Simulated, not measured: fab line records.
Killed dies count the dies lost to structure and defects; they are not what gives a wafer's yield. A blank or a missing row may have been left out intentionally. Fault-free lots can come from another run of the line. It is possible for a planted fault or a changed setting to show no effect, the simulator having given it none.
Struck lot and sound lot, side by side -- flow n5_finfet -- 17 out of 1938 route steps
Sound: wafers L332.1, L332.3, L332.5. Struck: wafers L333.1, L333.4. (L333.6 of the same lot was not struck and is left out.) The cause comes at the end.
For every step that has rows: the tool of each side, followed by ch and its chambers, followed by its first start. Under that, the readings that differ: sound wafers -- struck wafers -- difference of the means -- sigmas: that difference in standard deviations of wafers without a fault.
alike: same words and numbers on both sides, and readings whose means sit less than 2 such deviations apart. not compared: any withheld reading, any reading some wafer has no value for, any bound like >300 that may hide the same value, and any number with overlapping values for which the record gives no deviation.
Wherever a step has rows on one side only, a row that says differs or no value, or a row with sigmas, the two part there. Numbers that have no deviation but don't overlap get no sigmas and don't part them. A reading that every wafer of one side lacks parts them only if that side has two wafers or more.

first, 3 steps without rows for these wafers: N5_HKMG_FIN_WET_ETCH_65 (etches a-Si in TMAH, stops on TiN, time 49 s, target depth 3 nm); N5_HKMG_FIN_WET_ETCH_81 (etches TiN in SC1, stops on HfO2, time 57 s, target depth 6 nm); N5_HKMG_FIN_WET_ETCH_82 (etches La2O3 in dHCl, stops on HfO2, target depth 2 nm, rinse time 30 s).
N5_HKMG_FIN_ALD_36: deposits TiN, target thk 1 nm, pulse time 1 s, purge time 3 s.
  sound on ald_metal-01 ch 0,2,3, day 8 09:28; struck on ald_metal-01 ch 2,3, day 8 13:53
  alike: heater_power_w, precursor_pulse_height_rel, susceptor_temp_C
  not compared: since_wet_clean_h
N5_HKMG_FIN_THK_MEAS_70: measures by xrf.
  sound: film_metro-02 at day 8 09:44; struck: film_metro-01 at day 8 14:10
  alike: HK_THK
N5_HKMG_FIN_PWFM_ALD_03: deposits TiN, target thk 2 nm, pulse time 1 s, purge time 3 s.
  sound on ald_metal-04 ch 0,1,3, day 8 09:47; struck on ald_metal-04 ch 1,2, day 8 14:12
reading,sound,struck,difference,sigmas
precursor_pulse_height_rel,1.042 0.993 1.027,0.978 0.977,-0.043,-2
  alike: heater_power_w, susceptor_temp_C
  not compared: since_wet_clean_h
then, 6 steps without rows for these wafers: N5_HKMG_FIN_COAT_29 (time 60 s, resist thk 300 nm); N5_HKMG_FIN_COAT_30 (time 60 s, resist thk 35 nm); N5_HKMG_FIN_COAT_06 (resist thk 90 nm); N5_HKMG_FIN_EBR_08; N5_HKMG_FIN_SOFTBAKE_07 (time 60 s); N5_HKMG_FIN_EXPOSE_09 (exposes mask NWFM).
N5_HKMG_FIN_PEB_10: peb time 60 s.
  sound on litho_track-01 ch 0, day 8 10:25; struck on litho_track-02 ch 0, day 8 14:51
then, 1 step without rows for these wafers: N5_HKMG_FIN_DEVELOP_11 (develop time 30 s).
N5_HKMG_FIN_CD_MEAS_12: target cd 92.8 nm.
  sound on cd_sem-02 ch 0, day 8 10:29; struck on cd_sem-02 ch 0, day 8 14:55
reading,sound,struck,difference,sigmas
cd_nm (nm),92.4 93.0 92.5,89.5 89.4,-3.2,-6
N5_HKMG_FIN_OVL_MEAS_13:
  sound on overlay-01 ch 0, day 8 10:31; struck on overlay-01 ch 0, day 8 14:57
  alike: NWFM_OVL
-- here the record skips 4 days between the struck wafers' starts before and after, leaving off in module HKMG_FIN and picking up in module BEOL_M4 (first step shown: number 1111 of the route) --
N5_BEOL_M4_RC_MEAS_101:
  sound on prober-02 ch 0, day 12 11:20; struck on prober-02 ch 0, day 12 15:11
  alike: DIBL_N, DIBL_P, IOFF_N, IOFF_P, ION_N, ION_P, SS_N, SS_P, VT_N, VT_P

== WHERE THEY PART ==
Last at N5_HKMG_FIN_CD_MEAS_12 as far as this record goes, first at N5_HKMG_FIN_PWFM_ALD_03. Later steps at which nothing parts them and some readings are alike: N5_HKMG_FIN_OVL_MEAS_13, N5_BEOL_M4_RC_MEAS_101.

WHY: what had been put in by the simulator
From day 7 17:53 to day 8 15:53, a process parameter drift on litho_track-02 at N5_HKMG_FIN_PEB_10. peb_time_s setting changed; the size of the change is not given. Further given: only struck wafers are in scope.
